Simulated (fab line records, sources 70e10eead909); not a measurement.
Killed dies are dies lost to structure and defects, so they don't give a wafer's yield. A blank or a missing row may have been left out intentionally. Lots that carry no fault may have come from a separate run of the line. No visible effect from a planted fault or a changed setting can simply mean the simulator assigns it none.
A sampling plan put to the test -- flow nand harc -- one fab line, 46 faults that these records tell of, each judged on the records of the lots that it struck
Plan = the line's own looks (route steps where a gauge or an inspection reads the wafer without altering it). A look is open to judgement when struck wafers have a number at it and the file gives its usual mean and standard deviation on fault-free wafers. Caught: 4 or more of those standard deviations (sigma) separate the usual mean from the mean of the struck wafers at a look after the fault's first step. On the tool: here the same test is run on the tool's own readings at the fault's steps. It also counts as caught if the struck wafers ran another recipe or if their record alone is blank.

THE FAULTS, as the simulator had put them in
1. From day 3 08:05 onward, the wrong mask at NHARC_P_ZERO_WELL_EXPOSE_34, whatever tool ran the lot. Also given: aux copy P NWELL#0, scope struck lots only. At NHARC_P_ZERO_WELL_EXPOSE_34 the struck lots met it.
2. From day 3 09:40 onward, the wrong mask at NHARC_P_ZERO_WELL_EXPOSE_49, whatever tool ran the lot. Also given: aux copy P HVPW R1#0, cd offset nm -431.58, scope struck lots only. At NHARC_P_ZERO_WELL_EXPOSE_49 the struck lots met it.
3. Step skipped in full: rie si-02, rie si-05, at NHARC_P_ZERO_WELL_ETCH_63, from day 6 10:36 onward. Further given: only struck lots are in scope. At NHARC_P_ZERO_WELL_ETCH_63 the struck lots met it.
4. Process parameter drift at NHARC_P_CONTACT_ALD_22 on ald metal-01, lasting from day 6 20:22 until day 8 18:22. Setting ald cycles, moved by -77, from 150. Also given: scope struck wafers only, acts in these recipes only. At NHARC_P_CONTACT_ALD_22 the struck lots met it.
5. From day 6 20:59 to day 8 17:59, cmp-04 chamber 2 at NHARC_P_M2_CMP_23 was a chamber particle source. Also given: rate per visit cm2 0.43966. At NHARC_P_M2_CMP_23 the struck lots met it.
6. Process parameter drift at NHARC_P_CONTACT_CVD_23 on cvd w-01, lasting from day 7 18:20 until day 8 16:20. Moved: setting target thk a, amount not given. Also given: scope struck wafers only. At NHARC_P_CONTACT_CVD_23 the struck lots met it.
7. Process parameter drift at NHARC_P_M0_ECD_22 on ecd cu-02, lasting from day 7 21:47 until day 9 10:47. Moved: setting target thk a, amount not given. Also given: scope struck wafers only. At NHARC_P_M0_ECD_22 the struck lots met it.
8. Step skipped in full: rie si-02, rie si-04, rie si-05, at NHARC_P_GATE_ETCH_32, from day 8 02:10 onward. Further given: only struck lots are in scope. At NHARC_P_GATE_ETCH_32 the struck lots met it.
9. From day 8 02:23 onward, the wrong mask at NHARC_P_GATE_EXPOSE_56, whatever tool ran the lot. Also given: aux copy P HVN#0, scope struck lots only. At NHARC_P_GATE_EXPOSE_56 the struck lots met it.
10. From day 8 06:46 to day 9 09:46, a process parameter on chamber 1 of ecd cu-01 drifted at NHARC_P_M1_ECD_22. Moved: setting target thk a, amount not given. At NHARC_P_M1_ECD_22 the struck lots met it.
11. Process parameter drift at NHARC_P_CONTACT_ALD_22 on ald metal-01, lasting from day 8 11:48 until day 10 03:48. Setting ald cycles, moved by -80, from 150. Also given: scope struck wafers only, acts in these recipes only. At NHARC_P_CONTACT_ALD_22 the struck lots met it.
12. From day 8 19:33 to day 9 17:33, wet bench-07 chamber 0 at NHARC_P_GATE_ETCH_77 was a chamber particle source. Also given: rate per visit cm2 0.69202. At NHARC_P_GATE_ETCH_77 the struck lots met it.
13. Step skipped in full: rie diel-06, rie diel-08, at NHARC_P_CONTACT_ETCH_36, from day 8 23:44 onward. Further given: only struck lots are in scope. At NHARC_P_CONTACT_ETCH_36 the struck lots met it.
14. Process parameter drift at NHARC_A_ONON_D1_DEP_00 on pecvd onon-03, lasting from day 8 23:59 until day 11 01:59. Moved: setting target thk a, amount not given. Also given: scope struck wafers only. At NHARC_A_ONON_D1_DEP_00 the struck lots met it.
15. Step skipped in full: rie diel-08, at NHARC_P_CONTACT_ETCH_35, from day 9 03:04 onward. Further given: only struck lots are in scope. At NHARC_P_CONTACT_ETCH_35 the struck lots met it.
16. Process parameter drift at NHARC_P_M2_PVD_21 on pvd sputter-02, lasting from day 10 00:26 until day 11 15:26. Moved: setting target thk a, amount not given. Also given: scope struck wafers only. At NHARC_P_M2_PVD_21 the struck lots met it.
17. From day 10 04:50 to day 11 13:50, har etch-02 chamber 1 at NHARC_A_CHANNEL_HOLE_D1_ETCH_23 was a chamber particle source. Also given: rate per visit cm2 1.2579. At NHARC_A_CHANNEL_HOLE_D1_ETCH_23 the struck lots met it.
18. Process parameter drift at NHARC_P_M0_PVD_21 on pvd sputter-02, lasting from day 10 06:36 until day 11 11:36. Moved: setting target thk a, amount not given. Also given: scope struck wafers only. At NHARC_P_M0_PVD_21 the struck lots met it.
19. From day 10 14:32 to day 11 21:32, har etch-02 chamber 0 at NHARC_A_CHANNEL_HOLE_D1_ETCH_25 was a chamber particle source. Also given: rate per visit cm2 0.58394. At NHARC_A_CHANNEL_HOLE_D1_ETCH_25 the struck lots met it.
20. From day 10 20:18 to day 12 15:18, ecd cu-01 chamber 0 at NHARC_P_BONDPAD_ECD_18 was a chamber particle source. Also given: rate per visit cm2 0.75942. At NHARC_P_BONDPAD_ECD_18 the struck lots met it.
21. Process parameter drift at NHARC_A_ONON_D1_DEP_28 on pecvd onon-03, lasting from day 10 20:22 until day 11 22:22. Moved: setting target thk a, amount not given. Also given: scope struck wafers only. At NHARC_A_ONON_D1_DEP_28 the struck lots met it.
22. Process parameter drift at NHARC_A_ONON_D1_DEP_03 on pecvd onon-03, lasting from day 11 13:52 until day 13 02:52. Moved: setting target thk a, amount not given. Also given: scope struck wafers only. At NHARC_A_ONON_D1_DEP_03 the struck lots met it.
23. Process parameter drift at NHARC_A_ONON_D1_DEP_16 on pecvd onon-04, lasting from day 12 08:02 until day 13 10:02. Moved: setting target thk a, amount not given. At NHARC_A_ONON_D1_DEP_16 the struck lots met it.
24. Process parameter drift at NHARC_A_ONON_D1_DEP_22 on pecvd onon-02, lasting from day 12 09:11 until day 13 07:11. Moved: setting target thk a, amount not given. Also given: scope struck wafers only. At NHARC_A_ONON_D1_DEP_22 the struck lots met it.
25. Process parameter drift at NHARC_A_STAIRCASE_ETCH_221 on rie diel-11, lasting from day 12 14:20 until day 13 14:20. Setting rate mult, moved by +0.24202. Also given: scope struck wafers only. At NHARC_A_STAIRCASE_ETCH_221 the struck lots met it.
26. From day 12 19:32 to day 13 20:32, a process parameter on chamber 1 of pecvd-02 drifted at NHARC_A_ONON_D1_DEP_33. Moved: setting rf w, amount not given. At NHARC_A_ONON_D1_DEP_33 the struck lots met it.
27. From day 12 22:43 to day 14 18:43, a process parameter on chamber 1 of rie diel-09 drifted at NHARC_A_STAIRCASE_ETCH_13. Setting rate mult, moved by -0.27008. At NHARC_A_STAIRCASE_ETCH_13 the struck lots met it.
28. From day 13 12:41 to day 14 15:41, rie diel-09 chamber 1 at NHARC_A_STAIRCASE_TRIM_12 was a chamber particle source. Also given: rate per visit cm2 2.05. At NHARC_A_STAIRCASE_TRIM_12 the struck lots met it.
29. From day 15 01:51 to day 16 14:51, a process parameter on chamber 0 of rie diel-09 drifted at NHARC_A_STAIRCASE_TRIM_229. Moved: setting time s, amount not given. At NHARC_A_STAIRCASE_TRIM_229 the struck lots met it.
30. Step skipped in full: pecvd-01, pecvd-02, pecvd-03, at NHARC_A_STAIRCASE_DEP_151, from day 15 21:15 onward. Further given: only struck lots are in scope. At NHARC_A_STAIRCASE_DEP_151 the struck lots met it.
31. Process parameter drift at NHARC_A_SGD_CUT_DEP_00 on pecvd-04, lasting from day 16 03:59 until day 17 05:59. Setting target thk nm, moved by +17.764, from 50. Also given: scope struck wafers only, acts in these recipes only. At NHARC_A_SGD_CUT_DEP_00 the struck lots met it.
32. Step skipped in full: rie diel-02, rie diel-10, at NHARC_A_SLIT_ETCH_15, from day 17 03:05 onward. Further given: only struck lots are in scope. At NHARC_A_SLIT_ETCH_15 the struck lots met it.
33. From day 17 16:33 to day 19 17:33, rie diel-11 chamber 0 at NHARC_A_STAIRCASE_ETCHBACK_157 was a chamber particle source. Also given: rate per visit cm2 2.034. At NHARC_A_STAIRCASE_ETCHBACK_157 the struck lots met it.
34. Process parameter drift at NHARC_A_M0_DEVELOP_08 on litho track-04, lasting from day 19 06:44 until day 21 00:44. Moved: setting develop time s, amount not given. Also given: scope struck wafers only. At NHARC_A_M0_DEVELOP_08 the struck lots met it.
35. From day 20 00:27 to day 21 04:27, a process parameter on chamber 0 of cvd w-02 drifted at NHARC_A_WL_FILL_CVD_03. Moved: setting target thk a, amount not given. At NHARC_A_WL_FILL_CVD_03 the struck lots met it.
36. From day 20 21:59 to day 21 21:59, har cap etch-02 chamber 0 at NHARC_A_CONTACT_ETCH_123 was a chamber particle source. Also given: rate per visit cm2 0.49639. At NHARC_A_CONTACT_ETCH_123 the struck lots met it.
37. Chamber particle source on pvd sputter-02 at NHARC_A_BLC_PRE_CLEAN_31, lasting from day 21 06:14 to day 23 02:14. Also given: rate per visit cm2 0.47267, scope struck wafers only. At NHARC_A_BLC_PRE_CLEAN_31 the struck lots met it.
38. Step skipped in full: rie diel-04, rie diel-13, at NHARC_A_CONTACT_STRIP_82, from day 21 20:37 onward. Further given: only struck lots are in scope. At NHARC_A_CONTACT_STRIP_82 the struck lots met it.
39. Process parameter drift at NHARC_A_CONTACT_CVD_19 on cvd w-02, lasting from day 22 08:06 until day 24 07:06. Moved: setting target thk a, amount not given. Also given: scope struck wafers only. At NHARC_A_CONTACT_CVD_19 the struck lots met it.
40. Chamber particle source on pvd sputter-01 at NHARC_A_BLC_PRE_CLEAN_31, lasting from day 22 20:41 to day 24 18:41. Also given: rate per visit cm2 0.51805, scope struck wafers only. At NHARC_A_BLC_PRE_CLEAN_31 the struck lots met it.
41. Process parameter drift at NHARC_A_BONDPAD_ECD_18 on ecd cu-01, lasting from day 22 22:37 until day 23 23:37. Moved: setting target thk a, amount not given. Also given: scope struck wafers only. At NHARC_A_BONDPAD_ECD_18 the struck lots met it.
42. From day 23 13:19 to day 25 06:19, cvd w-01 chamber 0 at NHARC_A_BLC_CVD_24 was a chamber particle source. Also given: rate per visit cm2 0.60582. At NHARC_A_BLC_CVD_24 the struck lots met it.
43. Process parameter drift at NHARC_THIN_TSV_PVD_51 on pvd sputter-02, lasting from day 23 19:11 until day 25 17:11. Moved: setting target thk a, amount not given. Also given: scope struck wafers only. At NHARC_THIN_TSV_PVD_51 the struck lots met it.
44. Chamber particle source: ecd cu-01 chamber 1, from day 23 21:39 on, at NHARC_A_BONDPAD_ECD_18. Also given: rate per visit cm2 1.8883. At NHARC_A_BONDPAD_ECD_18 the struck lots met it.
45. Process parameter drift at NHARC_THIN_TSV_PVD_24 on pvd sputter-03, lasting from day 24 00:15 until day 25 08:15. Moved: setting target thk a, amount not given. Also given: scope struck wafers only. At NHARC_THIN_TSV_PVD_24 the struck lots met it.
46. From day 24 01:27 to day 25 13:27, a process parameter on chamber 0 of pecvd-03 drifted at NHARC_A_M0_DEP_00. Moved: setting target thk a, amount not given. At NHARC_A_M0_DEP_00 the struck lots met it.

WHAT THE PLAN SAW
fault,on the tool itself,first look that catches it,"reading, sigma",median hours from its first step to that look,hours from the fault's start to the first struck lot there,judged looks passed uncaught
1,no reading that can be judged,NHARC_END_SORT_01,killed at periphery +99 or beyond,527.8,531,0
2,under 2 sigma,NHARC_P_ZERO_WELL_CD_MEAS_52,cd nm -99 or beyond,0.1,4,0
3,the tool's record is blank for the struck wafers,NHARC_END_SORT_01,killed at periphery +99 or beyond,494.8,491,0
4,under 2 sigma,NHARC_END_SORT_01,killed at periphery +99 or beyond,422.4,426,1
5,under 2 sigma,NHARC_END_SORT_01,killed at periphery +99 or beyond,353.9,355,1
6,under 2 sigma,not the one look that can be judged after it,"strongest: killed short at NHARC_END_SORT_01, +3.1",-,-,1
7,no reading that can be judged,not the one look that can be judged after it,-,-,-,1
8,the tool's record is blank for the struck wafers,NHARC_END_SORT_01,killed at periphery +99 or beyond,425.0,387,1
9,no reading that can be judged,NHARC_END_SORT_01,killed at periphery +99 or beyond,393.0,405,0
10,no reading that can be judged,no look after it can be judged,-,-,-,0
11,under 2 sigma,NHARC_END_SORT_01,killed at periphery +99 or beyond,391.5,381,0
12,no reading that can be judged,NHARC_P_GATE_INSPECT_68,raw defect count +5.5,1.1,2,0
13,the tool's record is blank for the struck wafers,NHARC_END_SORT_01,killed at periphery +99 or beyond,405.6,403,0
14,no reading that can be judged,NHARC_A_ONON_D1_THK_MEAS_02,thk nm -31,0.5,8,0
15,the tool's record is blank for the struck wafers,NHARC_END_SORT_01,killed at periphery +99 or beyond,406.3,404,0
16,under 2 sigma,NHARC_END_SORT_01,killed at periphery +99 or beyond,377.0,383,0
17,under 2 sigma,NHARC_A_CHANNEL_HOLE_D1_INSPECT_40,raw defect count +46,4.1,6,0
18,under 2 sigma,NHARC_END_SORT_01,killed at periphery +99 or beyond,390.4,399,0
19,under 2 sigma,NHARC_A_CHANNEL_HOLE_D1_INSPECT_40,raw defect count +21,2.5,9,0
20,no reading that can be judged,NHARC_END_SORT_01,killed at periphery +99 or beyond,373.6,370,1
21,under 2 sigma,NHARC_A_ONON_D1_THK_MEAS_30,thk nm -38,0.3,10,0
22,under 2 sigma,NHARC_A_ONON_D1_THK_MEAS_05,thk nm -34,0.5,5,0
23,under 2 sigma,NHARC_A_ONON_D1_THK_MEAS_18,thk nm +58,0.5,6,0
24,no reading that can be judged,NHARC_A_ONON_D1_THK_MEAS_24,thk nm -30,0.5,6,0
25,oes product au +11 sigma,NHARC_END_SORT_01,killed at array +26,265.6,286,0
26,rf fwd power W +99 or beyond sigma,NHARC_A_ONON_D1_THK_MEAS_34,thk nm +7.9,0.4,4,0
27,oes product au -12 sigma,NHARC_END_SORT_01,killed at array +54,250.8,271,0
28,under 2 sigma,NHARC_END_SORT_01,killed at array +6.9,257.8,260,0
29,run length s -99 or beyond sigma,NHARC_END_SORT_01,killed at array +58,260.8,261,0
30,the tool's record is blank for the struck wafers,NHARC_END_SORT_01,killed dies +58,240.6,242,0
31,under 2 sigma,NHARC_END_SORT_01,killed at array +58,202.2,201,3
32,the tool's record is blank for the struck wafers,NHARC_END_SORT_01,killed dies +58,199.5,207,1
33,under 2 sigma,NHARC_END_SORT_01,killed at array +6.6,202.7,208,1
34,no reading that can be judged,not the one look that can be judged after it,"strongest: cd nm at NHARC_A_M0_CD_MEAS_16, +3.7",-,-,1
35,under 2 sigma,NHARC_END_SORT_01,killed dies +43,146.9,144,0
36,no reading that can be judged,NHARC_END_SORT_01,killed dies +4.8,93.8,99,0
37,no reading that can be judged,NHARC_END_SORT_01,killed dies +5.3,66.4,86,0
38,the tool's record is blank for the struck wafers,NHARC_END_SORT_01,killed dies +58,75.8,72,0
39,under 2 sigma,none of the 2 looks that can be judged after it,-,-,-,2
40,no reading that can be judged,NHARC_END_SORT_01,killed at array +6.1,59.2,70,1
41,no reading that can be judged,NHARC_END_SORT_01,sort_bin_2_pct +99 or beyond,40.5,40,0
42,under 2 sigma,NHARC_END_SORT_01,killed dies +6.4,49.6,64,1
43,under 2 sigma,NHARC_END_SORT_01,killed at other +99 or beyond,18.6,19,0
44,no reading that can be judged,NHARC_END_SORT_01,sort_bin_2_pct +56,31.6,46,0
45,no reading that can be judged,NHARC_END_SORT_01,killed at other +99 or beyond,16.6,24,0
46,no reading that can be judged,NHARC_END_SORT_01,sort_bin_2_pct +99 or beyond,47.4,53,0
A dash: the fault is not caught, or the number is missing from these records.

Caught at a look: 41 of 46. Caught on the tool: 11 of 46. By one or the other: 41 of 46.
Caught at a look alone: faults 1, 2, 4, 5, 9, 11, 12, 14, 16, 17, 18, 19, 20, 21, 22, 23, 24, 28, 31, 33, 35, 36, 37, 40, 41, 42, 43, 44, 45, 46.
Caught by neither: faults 6, 7, 10, 34, 39.

THINNER SAMPLING
Were the look that catches a fault to measure just every second or every third lot (counted by lot number), the first struck lot would, at worst, be measured this late:
fault,"struck lots at that look, in order of time",every lot,every second lot,every third lot
1,L994,531 h,may miss it,may miss it
2,L607,4 h,may miss it,may miss it
3,"L553, L555, L554",491 h,514 h,514 h
4,"L455, L451, L452",426 h,448 h,may miss all 3
5,L101,355 h,may miss it,may miss it
8,"L989, L987, L988",387 h,434 h,434 h
9,L476,405 h,may miss it,may miss it
11,"L498, L501",381 h,426 h,may miss all 2
12,"L304, L302",2 h,may miss all 2,may miss all 2
13,"L397, L398",403 h,412 h,may miss all 2
14,"L263, L266, L268",8 h,22 h,may miss all 3
15,"L236, L234, L237",404 h,414 h,may miss all 3
16,"L423, L426",383 h,401 h,may miss all 2
17,"L762, L765",6 h,19 h,may miss all 2
18,"L312, L313",399 h,422 h,may miss all 2
19,"L574, L577",9 h,27 h,may miss all 2
20,"L905, L906",370 h,378 h,may miss all 2
21,"L645, L642, L644",10 h,10 h,may miss all 3
22,"L656, L658",5 h,may miss all 2,may miss all 2
23,"L609, L611",6 h,may miss all 2,may miss all 2
24,"L260, L262",6 h,may miss all 2,may miss all 2
25,"L994, L991",286 h,310 h,may miss all 2
26,"L111, L114",4 h,11 h,may miss all 2
27,"L690, L687",271 h,289 h,may miss all 2
28,"L160, L157",260 h,276 h,may miss all 2
29,"L562, L566",261 h,may miss all 2,may miss all 2
30,"L959, L957, L960",242 h,252 h,may miss all 3
31,"L992, L996",201 h,may miss all 2,may miss all 2
32,"L745, L748, L746",207 h,212 h,may miss all 3
33,"L800, L801",208 h,214 h,may miss all 2
35,"L299, L300",144 h,154 h,may miss all 2
36,"L394, L390",99 h,may miss all 2,may miss all 2
37,"L483, L482",86 h,97 h,may miss all 2
38,"L999, L100",72 h,87 h,may miss all 2
40,L275,70 h,may miss it,may miss it
41,"L417, L418",40 h,49 h,may miss all 2
42,"L780, L783",64 h,68 h,may miss all 2
43,L637,19 h,may miss it,may miss it
44,"L359, L362, L360",46 h,50 h,may miss all 3
45,"L952, L948",24 h,may miss all 2,may miss all 2
46,"L810, L809",53 h,57 h,may miss all 2
Hours are from the fault's start to the first struck lot that is measured. Since the struck wafers were tested as one group against 4 sigma, a single lot by itself may lie under the limit. Other struck lots may not be in these records.

THE LONGEST TIMED WAY FROM STEP TO LOOK
Fault 1: median gap of 527.8 hours between NHARC_P_ZERO_WELL_EXPOSE_34 and NHARC_END_SORT_01. No look between them can be judged.
